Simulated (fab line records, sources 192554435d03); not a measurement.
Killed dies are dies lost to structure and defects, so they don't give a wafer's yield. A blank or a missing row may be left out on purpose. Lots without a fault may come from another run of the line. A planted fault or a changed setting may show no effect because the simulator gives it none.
fab line records | flow n5_finfet
record lots=7 wafers=39
route steps=1938 shown FIN_SAQP@125 SD_EPI_P@321 HKMG_FIN@389 MOL_CONTACT_COAG@616 BEOL_M3@950
start_h: hours from the record's first day to the start of the lot's first wafer shown | wait_h: hours since the lot's step before | " the same as in the row above | L1.1+2: a row that stands for several wafers | - no value, or no start given | * or withheld: withheld | < > ~ a bound
route shown NAME@n: a module of which the file shows steps, and the number in the route of the first | usual: mean/standard deviation of fault-free wafers | same: alike in all rows | chamber/n: place in a boat | sites: the reading at each site | _std_site: their standard deviation | _edge_site: outer sites' mean less inner sites' | radius_mm: how far each site lies from the wafer's centre | mask NAME#n: copy n | behind: the tool/chamber that last shaped the wafer | hold: why the lot was held/for how many hours/how that ended | device: the transistor (n, p or np) that didn't switch | end of line: the same wafers' tests at the end of the route | a step without rows: its recipe alone | killed: dies lost to structure and defects at the first sort, not the wafer's yield | map: a wafer's dies, x killed, . not, _ none there
set.NAME: the setting as run; set.NAME@STEP: as run at that earlier step | model.NAME: the simulator's own value behind a step, which no gauge read
lots whose settings were changed on purpose; a table a step, a row a wafer
## steps
# step N5_FIN_SAQP_SPACER1_ALD_24
# recipe material=SiO2 target_thk_a=203 temp_c=300 ald_precursor_family=BDEAS ald_co_reactant=O2-plasma pulse_time_s=1 purge_time_s=2 co_reactant_purge_time_s=2 ald_cycles=218 pressure_torr=2
# columns lot.wafer tool chamber start_h wait_h set.ald_cycles model.SiO2_of_FIN_SAQP_SPACER1_ALD_24.thk_nm
L076.1+2+5 ald_sin-03 0,3,2 35.86 0.3 218 20.2
L076.3 " 2 " " 281 26
L076.4+6 " 1,3 " " 281 26.2
L081.1+2+3 ald_sin-01 3,0,1 67.03 0.6 218 20.2
L081.4+6 " 2 " " 286 26.6
L081.5 " 1 " " 286 26.4
L084.1+3+4+5 ald_sin-02 0,3,1,1 83.92 1.4 218 20.4
L084.2+6 " 2,0 " " 218 20.2
L087.1+3+5 ald_sin-02 1,0,2 101.70 0.3 218 20.4
L087.2+4+6 " 2,3,3 " " 180 17
L093.1+3+4+5 ald_sin-03 0,3,2,2 137.50 0.4 218 20.4
L093.2+6 " 1,3 " " 218 20.2
L096.1+4 ald_sin-02 2,3 157.64 0.3 317 29.6
L096.2+5 " 0,2 " " 218 20.2
L096.3 " 1 " " 317 29.4
L096.6 " 1 " " 218 20.4
L097.2+3+5 ald_sin-01 2,1,3 166.44 1.8 218 20.4
# step N5_FIN_SAQP_SPACER1_ETCHBACK_25
# recipe chemistry=CHF3/O2 mode=anisotropic_etchback target=SiO2 target_depth_a=244 time_s=12.2 pressure_mtorr=30 source_w=650 bias_w=170 Ar_flow_sccm=200 CHF3_flow_sccm=50 O2_flow_sccm=5 ion_energy_ev=200
# step N5_FIN_SAQP_MANDREL1_REMOVE_56
# recipe chemistry=HBr/Cl2/O2 bt_time_s=10 target=a-Si stop_on=SiNx endpoint=OES-SiCl over_etch_frac=1 icp_w=600 bias_w=22 HBr_flow_sccm=150 Cl2_flow_sccm=80 O2_flow_sccm=5 pressure_mtorr=10
# columns lot.wafer tool chamber start_h wait_h set.ald_cycles@FIN_SAQP_SPACER1_ALD_24 model.FIN_SAQP.cd_nm
L076.1+2+5 rie_si-03 1,3,2 36.67 0.1 218 20.2
L076.3+4+6 " 0,2,1 " " 281 26.2
L081.1+2+3 rie_si-03 0,1,2 67.83 0.1 218 20.2
L081.4 " 3 " " 286 26.6
L081.5+6 " 3,0 " " 286 26.4
L084.1+4+6 rie_si-05 2,0,0 84.73 0.1 218 20.2
L084.2+3+5 " 3,1,1 " " 218 20.4
L087.1+5 rie_si-05 1,3 102.50 0.1 218 20.4
L087.2+4+6 " 3,0,0 " " 180 17
L087.3 " 2 " " 218 20.6
L093.1+4+5 rie_si-05 0,2,0 138.38 0.1 218 20.4
L093.2+3+6 " 1,3,3 " " 218 20.2
L096.1 rie_si-06 1 158.89 0.1 317 29.6
L096.2+5 " 2,0 " " 218 20.2
L096.3 " 0 " " 317 29.2
L096.4 " 3 " " 317 29.4
L096.6 " 1 " " 218 20.4
L097.2+3+5 rie_si-03 3,0,2 167.25 0.1 218 20.4
# step N5_FIN_SAQP_CD_MEAS_27
# recipe target_cd_nm=20 landing_energy_ev=1000 detector=se_inlens polarity=line
# usual cd_nm=20.30/0.22
# columns lot.wafer tool chamber start_h wait_h set.ald_cycles@FIN_SAQP_SPACER1_ALD_24 cd_nm
L076.1 cd_sem-01 0 36.78 0.1 218 20.35
L076.2 " 0 " " 218 20.25
L076.3 " 0 " " 281 26.17
L076.4 " 0 " " 281 26.03
L076.5 " 0 " " 218 20.56
L076.6 " 0 " " 281 26.17
L081.1 cd_sem-03 0 67.94 0.1 218 20.70
L081.2 " 0 " " 218 20.25
L081.3 " 0 " " 218 20.17
L081.4 " 0 " " 286 26.83
L081.5 " 0 " " 286 26.53
L081.6 " 0 " " 286 26.34
L084.1 cd_sem-02 0 84.84 0.1 218 20.05
L084.2 " 0 " " 218 20.20
L084.3 " 0 " " 218 20.23
L084.4 " 0 " " 218 20.26
L084.5 " 0 " " 218 20.34
L084.6 " 0 " " 218 20.62
L087.1 cd_sem-01 0 102.61 0.1 218 20.05
L087.2 " 0 " " 180 16.84
L087.3 " 0 " " 218 20.56
L087.4 " 0 " " 180 17.22
L087.5 " 0 " " 218 20.13
L087.6 " 0 " " 180 16.66
L093.1 cd_sem-01 0 138.49 0.1 218 20.33
L093.2 " 0 " " 218 20.02
L093.3 " 0 " " 218 20.08
L093.4 " 0 " " 218 20.33
L093.5 " 0 " " 218 20.36
L093.6 " 0 " " 218 20.17
L096.1 cd_sem-01 0 159.00 0.1 317 29.26
L096.2 " 0 " " 218 20.12
L096.3 " 0 " " 317 29.45
L096.4 " 0 " " 317 29.25
L096.5 " 0 " " 218 20.10
L096.6 " 0 " " 218 20.01
L097.2 cd_sem-03 0 167.36 0.1 218 20.00
L097.3 " 0 " " 218 20.22
L097.5 " 0 " " 218 20.58
# step N5_SD_EPI_P_EPI_21
# recipe material=SiGe:B dopant=B temp_c=550 pressure_torr=20 ambient=H2 time_s=355
# columns lot.wafer tool chamber start_h wait_h set.time_s model.SiGe-B_of_SD_EPI_P_EPI_21.thk_nm
L076.1 epi_rpcvd-04 0 71.97 0.1 522.9 79
L076.2 " 0 " " 522.9 79.8
L076.3 " 0 " " 355 60.4
L076.4 " 0 " " 355 61
L076.5 " 0 " " 355 59.6
L076.6 " 0 " " 522.9 80
L081.1 epi_rpcvd-02 0 101.05 0.1 170 31.8
L081.2 " 0 " " 355 61
L081.3 " 0 " " 170 32
L081.4 " 0 " " 355 62
L081.5 " 0 " " 170 32.2
L081.6 " 0 " " 355 61.2
L084.1+2 epi_rpcvd-04 0 122.61 0.1 355 60.6
L084.3 " 0 " " 415.9 67.2
L084.4 " 0 " " 415.9 68
L084.5 " 0 " " 415.9 68.6
L084.6 " 0 " " 355 61.6
L087.1+6 epi_rpcvd-04 0 139.37 0.2 265.9 50
L087.2+3+4 " 0 " " 355 60.8
L087.5 " 0 141.29 2.0 265.9 49.8
L093.1 epi_rpcvd-02 0 168.62 0.1 355 60.4
L093.2 " 0 " " 210.2 39.6
L093.3+6 " 0 " " 355 60.6
L093.4 " 0 " " 210.2 38.6
L093.5 " 0 " " 210.2 39.4
L096.1+3+6 epi_rpcvd-03 0 191.69 0.2 205.6 38.8
L096.2 " 0 " " 355 61
L096.4 " 0 " " 355 62.2
L096.5 " 0 " " 355 61.8
L097.2 epi_rpcvd-04 0 202.94 0.5 355 60.6
L097.3 " 0 " " 355 60.2
L097.5 " 0 " " 355 60.4
# step N5_SD_EPI_P_EPI_MEAS_23
# recipe mode=xrd
# usual thk_nm=61.1/1.3
# columns lot.wafer tool chamber start_h wait_h set.time_s@SD_EPI_P_EPI_21 thk_nm
L076.1 film_metro-02 - 74.18 1.9 522.9 81.1
L076.2 " - " " 522.9 77.7
L076.3 " - " " 355 60.2
L076.4 " - " " 355 59.5
L076.5 " - " " 355 60.7
L076.6 " - " " 522.9 81.5
L081.1 film_metro-01 - 103.25 1.9 170 32.4
L081.2 " - " " 355 59.6
L081.3 " - " " 170 31.1
L081.4 " - " " 355 61.9
L081.5 " - " " 170 32.2
L081.6 " - " " 355 63.2
L084.1 film_metro-01 - 124.80 1.8 355 59.7
L084.2 " - " " 355 60.4
L084.3 " - " " 415.9 66.9
L084.4 " - " " 415.9 70.2
L084.5 " - " " 415.9 68.7
L084.6 " - " " 355 62.5
L087.1 film_metro-02 - 142.29 2.5 265.9 49.6
L087.2 " - " " 355 62.0
L087.3 " - " " 355 61.8
L087.4 " - " " 355 62.4
L087.5 " - " " 265.9 50.5
L087.6 " - " " 265.9 50.9
L093.1 film_metro-02 - 170.83 1.9 355 60.3
L093.2 " - " " 210.2 39.3
L093.3 " - " " 355 61.6
L093.4 " - " " 210.2 39.6
L093.5 " - " " 210.2 38.5
L093.6 " - " " 355 60.3
L096.1 film_metro-01 - 194.60 2.5 205.6 39.0
L096.2 " - " " 355 62.3
L096.3 " - " " 205.6 38.0
L096.4 " - " " 355 61.4
L096.5 " - " " 355 61.8
L096.6 " - " " 205.6 37.9
L097.2 film_metro-01 - 204.78 1.5 355 59.9
L097.3 " - " " 355 61.6
L097.5 " - " " 355 60.1
# step N5_HKMG_FIN_ALD_75
# recipe material=Al2O3 target_thk_a=10 temp_c=150 ald_precursor_family=TMA ald_co_reactant=H2O pulse_time_s=withheld co_reactant_pulse_time_s=1
# columns lot.wafer tool chamber start_h wait_h set.target_thk_a model.Al2O3_of_HKMG_FIN_ALD_75.thk_nm
L076.1+3+5 ald_hk-03 3,2,1 88.23 0.1 10 1
L076.2+4+6 " 1,0,0 " " 14.26 1.4
L081.1+2+6 ald_hk-01 0,2,1 116.17 0.0 10 1
L081.3+4+5 " 3,1,2 " " 12.46 1.2
L084.1+5+6 ald_hk-02 3,1,2 138.35 0.0 10 1
L084.2+3+4 " 2,0,1 " " 5.359 0.6
L087.1+2+6 ald_hk-03 1,3,1 156.18 0.0 6.298 0.6
L087.3+4+5 " 0,2,2 " " 10 1
L093.1+4+6 ald_hk-02 2,1,1 184.63 0.1 14.51 1.4
L093.2+3+5 " 3,0,0 " " 10 1
L096.1+2+5 ald_hk-03 2,1,0 208.02 0.0 15.07 1.4
L096.3+4+6 " 0,3,3 " " 10 1
L097.2+3+5 ald_hk-02 0,1,3 218.40 0.0 10 1
# step N5_HKMG_FIN_COAT_41
# recipe resist=SOC temp_c=250 time_s=60 spin_rpm=1500 resist_thk_nm=300
# step N5_HKMG_FIN_COAT_42
# recipe resist=SiARC temp_c=220 time_s=60 spin_rpm=1500 resist_thk_nm=35
# step N5_HKMG_FIN_WET_ETCH_76
# recipe chemistry=dNH4OH mix=1:50 temp_c=25 target=Al2O3 stop_on=La2O3 target_depth_nm=2.25 dry=ipa_marangoni rinse_time_s=30 rinse_temp_c=23
# step N5_HKMG_FIN_STRIP_60
# recipe chemistry=N2/H2 power_w=2500 temp_c=300 h2_frac=0.65 time_s=360 pressure_mtorr=withheld n2_flow_sccm=1750 h2_flow_sccm=3250
# step N5_HKMG_FIN_WET_ETCH_77
# recipe chemistry=dHCl mix=1:10000 temp_c=25 target=La2O3 stop_on=HfO2 target_depth_nm=2
# columns lot.wafer tool chamber start_h wait_h set.target_thk_a@HKMG_FIN_ALD_75 model.Al2O3_of_HKMG_FIN_ALD_75.thk_nm
L076.1+3+5 wet_bench-04 5,7,6 90.36 0.3 10 1
L076.2+4+6 " 2,0,1 " " 14.26 1.4
L081.1+2+6 wet_bench-06 5,0,1 118.22 0.3 10 1
L081.3+4+5 " 3,4,2 " " 12.46 1.2
L084.1+5+6 wet_bench-04 4,0,3 140.05 0.3 10 1
L084.2 " 7 " " 5.359 0.4
L084.3+4 " 6,5 " " 5.359 0.6
L087.1+2+6 wet_bench-03 4,5,1 159.28 0.3 6.298 0.6
L087.3+4+5 " 3,0,2 " " 10 1
L093.1+4+6 wet_bench-03 6,2,7 186.60 0.3 14.51 1.4
L093.2+3+5 " 1,0,3 " " 10 1
L096.1+2+5 wet_bench-06 3,4,0 209.84 0.3 15.07 1.4
L096.3+4+6 " 2,1,7 " " 10 1
L097.2+3+5 wet_bench-04 2,6,7 220.10 0.3 10 1
# step N5_MOL_CONTACT_COAG_ETCH_124
# recipe chemistry=CH3F/O2 target=SiNx target_depth_a=65 mask_material=SOC stop_on=SiOC over_etch_frac=0.3 ion_energy_ev=120 pressure_mtorr=30 source_w=395 bias_w=73 Ar_flow_sccm=150 CH3F_flow_sccm=30 O2_flow_sccm=20 ends=end_point
# columns lot.wafer tool chamber start_h wait_h set.target_depth_a model.SOC_of_MOL_CONTACT_COAG_COAT_62.thk_nm
L076.1+2+3 rie_diel-02 0,1,3 115.54 0.0 65 48.4
L076.4+6 " 2 " " 65 48
L076.5 " 3 " " 65 48.2
L081.1+2+4 rie_diel-02 3,1,1 144.81 0.0 65 48.8
L081.3 " 2 " " 65 48.2
L081.5 " 3 " " 65 48.6
L081.6 " 2 " " 65 48.4
L084.1 rie_diel-03 3 172.10 0.0 65 49.4
L084.2 " 2 " " 55.07 49
L084.3+5 " 0,2 " " 65 48.6
L084.4+6 " 1 " " 55.07 49.4
L087.1 rie_diel-02 2 187.91 0.0 51.44 49.2
L087.2+4 " 3,2 " " 65 48.6
L087.3 " 0 " " 51.44 49
L087.5 " 0 " " 65 48.4
L087.6 " 3 " " 51.44 49.4
L093.1+6 rie_diel-02 1,2 213.79 0.0 102.6 46.6
L093.2 " 3 " " 102.6 47
L093.3+4 " 0,2 " " 65 48.4
L093.5 " 3 " " 65 48.6
L096.1+2 rie_diel-01 0,2 239.26 0.0 65 48.2
L096.3 " 1 " " 65 48.4
L096.4 " 3 " " 52.52 49.2
L096.5 " 3 " " 52.52 49
L096.6 " 0 " " 52.52 48.6
L097.2 rie_diel-03 2 245.99 0.0 65 48.4
L097.3 " 0 " " 65 48
L097.5 " 2 " " 65 48.2
# step N5_BEOL_M3_ETCH_64
# recipe chemistry=N2/H2 target=SOC target_depth_a=750 overetch_a=150 mask_material=SiARC temp_c=40 time_s=112.5 ion_energy_ev=200 pressure_mtorr=30 source_w=840 bias_w=150 n2_flow_sccm=200 h2_flow_sccm=200
# columns lot.wafer tool chamber start_h wait_h set.time_s model.SiARC_of_BEOL_M3_COAT_62.thk_nm model.BEOL_M3.cd_offset_nm
L076.1 rie_diel-04 0 168.48 0.0 112.5 6.8 -0.2
L076.2 " 3 " " 168.1 4.4 1
L076.3+6 " 1,0 " " 168.1 4.4 0.8
L076.4+5 " 1,3 " " 112.5 6.8 0
L081.1+3+6 rie_diel-05 2,0,0 203.10 0.0 112.5 7 -0.2
L081.2+5 " 1 " " 112.5 6.8 -0.2
L081.4 " 2 " " 112.5 7 -0.4
L084.1+6 rie_diel-05 2 216.90 0.0 133.4 6 0
L084.2+5 " 3 " " 112.5 6.6 -0.2
L084.3 " 1 " " 133.4 5.8 0.4
L084.4 " 0 " " 112.5 6.8 -0.2
L087.1 rie_diel-05 1 234.11 0.0 171.1 4.2 1
L087.2 " 0 " " 112.5 7 0
L087.3 " 3 " " 112.5 6.8 -0.2
L087.4 " 2 " " 171.1 4.2 0.8
L087.5 " 2 " " 112.5 6.8 -0.4
L087.6 " 1 " " 171.1 4.2 1.2
L093.1+4 rie_diel-05 3,1 277.30 0.0 63.9 9 -1.2
L093.2 " 2 " " 112.5 6.8 -0.4
L093.3 " 0 " " 63.9 9 -1
L093.5 " 1 " " 112.5 6.8 0
L093.6 " 0 " " 112.5 6.8 -0.2
L096.1+5 rie_diel-05 3,1 308.66 0.0 112.5 6.8 0.2
L096.2 " 2 " " 177.1 3.8 1.2
L096.3 " 1 " " 177.1 3.8 1.4
L096.4 " 0 " " 112.5 7 0
L096.6 " 2 " " 177.1 3.8 1
L097.2 rie_diel-04 3 308.72 0.0 112.5 7 0
L097.3 " 0 " " 112.5 6.8 -0.6
L097.5 " 3 " " 112.5 6.8 0
# step N5_BEOL_M3_STRIP_65
# recipe chemistry=N2/H2 temp_c=40 n2_flow_sccm=200 h2_flow_sccm=200 rf_frequency_hz=6e+07
# step N5_BEOL_M3_STRIP_75
# recipe chemistry=N2/H2 temp_c=40 n2_flow_sccm=200 h2_flow_sccm=200 rf_frequency_hz=6e+07
# step N5_BEOL_M3_STRIP_66
# recipe chemistry=CF4 resist=SiARC power_w=300 bias_power_w=75 pressure_mtorr=50 cf4_flow_sccm=150 rf_frequency_hz=6e+07
# step N5_BEOL_M3_HM_OPEN_17
# recipe chemistry=Cl2/BCl3 target_depth_a=200 overetch_a=60 target=TiN mask_material=SOC ion_energy_ev=150 pressure_mtorr=10 icp_w=1000 bias_w=126 Cl2_flow_sccm=53.25 bcl3_flow_sccm=21.75 Ar_flow_sccm=25
# columns lot.wafer tool chamber start_h wait_h set.time_s@BEOL_M3_ETCH_64 model.etch.depth_nm model.BEOL_M3.cd_offset_nm
L076.1 rie_metal-01 1 168.65 0.0 112.5 19.9 -0.2
L076.2 " 0 " " 168.1 14.46 1
L076.3 " 1 " " 168.1 14.34 0.8
L076.4 " 0 " " 112.5 19.84 0.2
L076.5 " 0 " " 112.5 19.7 0.2
L076.6 " 1 " " 168.1 14.27 0.8
L081.1 rie_metal-01 1 203.27 0.0 112.5 19.77 -0.4
L081.2 " 0 " " 112.5 19.72 -0.2
L081.3 " 1 " " 112.5 19.81 -0.4
L081.4 " 0 " " 112.5 19.85 -0.4
L081.5 " 0 " " 112.5 19.88 -0.2
L081.6 " 1 " " 112.5 19.66 -0.2
L084.1 rie_metal-02 0 217.06 0.0 133.4 17.68 0
L084.2 " 1 " " 112.5 19.76 -0.2
L084.3 " 0 " " 133.4 17.76 0.2
L084.4 " 1 " " 112.5 19.69 -0.2
L084.5 " 1 " " 112.5 19.72 -0.2
L084.6 " 0 " " 133.4 17.7 0
L087.1 rie_metal-03 1 234.28 0.0 171.1 14.33 1
L087.2 " 0 " " 112.5 19.66 0
L087.3 " 0 " " 112.5 19.44 -0.4
L087.4 " 1 " " 171.1 14.15 0.8
L087.5 " 0 " " 112.5 19.68 -0.4
L087.6 " 1 " " 171.1 13.97 1.2
L093.1 rie_metal-02 0 277.47 0.0 63.9 19.72 -1.2
L093.2 " 1 " " 112.5 19.88 -0.4
L093.3 " 1 " " 63.9 19.88 -0.8
L093.4 " 0 " " 63.9 19.94 -1.2
L093.5 " 0 " " 112.5 19.79 -0.2
L093.6 " 1 " " 112.5 19.65 -0.2
L096.1 rie_metal-02 0 308.82 0.0 112.5 20.19 0.2
L096.2 " 1 " " 177.1 13.98 1.2
L096.3 " 0 " " 177.1 13.88 1.4
L096.4 " 1 " " 112.5 20.13 0
L096.5 " 0 " " 112.5 20.07 0.2
L096.6 " 1 " " 177.1 13.81 1
L097.2 rie_metal-01 0 308.88 0.0 112.5 19.88 0
L097.3 " 1 " " 112.5 19.7 -0.6
L097.5 " 0 " " 112.5 19.86 0.2
# step N5_BEOL_M3_STRIP_19
# recipe chemistry=O2 power_w=400 temp_c=40 pressure_mtorr=30 rf_frequency_hz=6e+07 bias_power_w=0 overash_fraction=0.2 o2_flow_sccm=225
# step N5_BEOL_M3_CD_MEAS_18
# recipe pitch_nm=36 target_cd_nm=18
# usual cd_nm=18.0/0.31
# columns lot.wafer tool chamber start_h wait_h set.time_s@BEOL_M3_ETCH_64 cd_nm
L076.1 cd_sem-02 - 168.84 0.0 112.5 17.8
L076.2 " - " " 168.1 19.1
L076.3 " - " " 168.1 18.8
L076.4 " - " " 112.5 18.2
L076.5 " - " " 112.5 18.0
L076.6 " - " " 168.1 18.8
L081.1 cd_sem-03 - 203.45 0.0 112.5 18.0
L081.2 " - " " 112.5 18.1
L081.3 " - " " 112.5 17.6
L081.4 " - " " 112.5 17.3
L081.5 " - " " 112.5 17.7
L081.6 " - " " 112.5 17.7
L084.1 cd_sem-03 - 217.24 0.0 133.4 17.8
L084.2 " - " " 112.5 17.8
L084.3 " - " " 133.4 18.1
L084.4 " - " " 112.5 17.9
L084.5 " - " " 112.5 17.7
L084.6 " - " " 133.4 18.5
L087.1 cd_sem-02 - 234.68 0.0 171.1 19.2
L087.2 " - " " 112.5 17.9
L087.3 " - " " 112.5 17.8
L087.4 " - " " 171.1 19.0
L087.5 " - " " 112.5 17.0
L087.6 " - " " 171.1 19.5
L093.1 cd_sem-03 - 277.66 0.0 63.9 -
L093.2 " - " " 112.5 17.7
L093.3 " - " " 63.9 -
L093.4 " - " " 63.9 -
L093.5 " - " " 112.5 17.6
L093.6 " - " " 112.5 17.6
L096.1 cd_sem-01 - 309.03 0.0 112.5 18.1
L096.2 " - " " 177.1 19.5
L096.3 " - " " 177.1 19.4
L096.4 " - " " 112.5 17.9
L096.5 " - " " 112.5 18.2
L096.6 " - " " 177.1 19.2
L097.2 cd_sem-02 - 309.14 0.1 112.5 17.6
L097.3 " - " " 112.5 17.9
L097.5 " - " " 112.5 18.3
## key
split step=N5_FIN_SAQP_SPACER1_ALD_24 setting=ald_cycles stated=218 by=wafer
response step=N5_FIN_SAQP_SPACER1_ALD_24 reading=model.SiO2_of_FIN_SAQP_SPACER1_ALD_24.thk_nm change=+0.203 per=1% r=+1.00
response step=N5_FIN_SAQP_MANDREL1_REMOVE_56 reading=model.FIN_SAQP.cd_nm change=+0.202 per=1% r=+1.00
response step=N5_FIN_SAQP_CD_MEAS_27 reading=cd_nm change=+0.2 per=1% r=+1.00
split step=N5_SD_EPI_P_EPI_21 setting=time_s stated=355 by=wafer
response step=N5_SD_EPI_P_EPI_21 reading=model.SiGe-B_of_SD_EPI_P_EPI_21.thk_nm change=+0.501 per=1% r=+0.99
response step=N5_SD_EPI_P_EPI_MEAS_23 reading=thk_nm change=* per=1% r=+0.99
split step=N5_HKMG_FIN_ALD_75 setting=target_thk_a stated=10 by=wafer
response step=N5_HKMG_FIN_ALD_75 reading=model.Al2O3_of_HKMG_FIN_ALD_75.thk_nm change=+0.00888 per=1% r=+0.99
response step=N5_HKMG_FIN_WET_ETCH_77 reading=model.Al2O3_of_HKMG_FIN_ALD_75.thk_nm change=+0.00917 per=1% r=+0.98
split step=N5_MOL_CONTACT_COAG_ETCH_124 setting=target_depth_a stated=65 by=wafer
response step=N5_MOL_CONTACT_COAG_ETCH_124 reading=model.SOC_of_MOL_CONTACT_COAG_COAT_62.thk_nm change=-0.0304 per=1% r=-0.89
split step=N5_BEOL_M3_ETCH_64 setting=time_s stated=112.5 by=wafer
response step=N5_BEOL_M3_ETCH_64 reading=model.SiARC_of_BEOL_M3_COAT_62.thk_nm change=-0.0508 per=1% r=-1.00
response step=N5_BEOL_M3_ETCH_64 reading=model.BEOL_M3.cd_offset_nm change=+0.0203 per=1% r=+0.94
response step=N5_BEOL_M3_HM_OPEN_17 reading=model.etch.depth_nm shape=bent at_lowest=19.85 at_stated=19.8 at_highest=13.89
response step=N5_BEOL_M3_HM_OPEN_17 reading=model.BEOL_M3.cd_offset_nm change=+0.0193 per=1% r=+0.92
response step=N5_BEOL_M3_CD_MEAS_18 reading=cd_nm change=+0.0241 per=1% r=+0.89
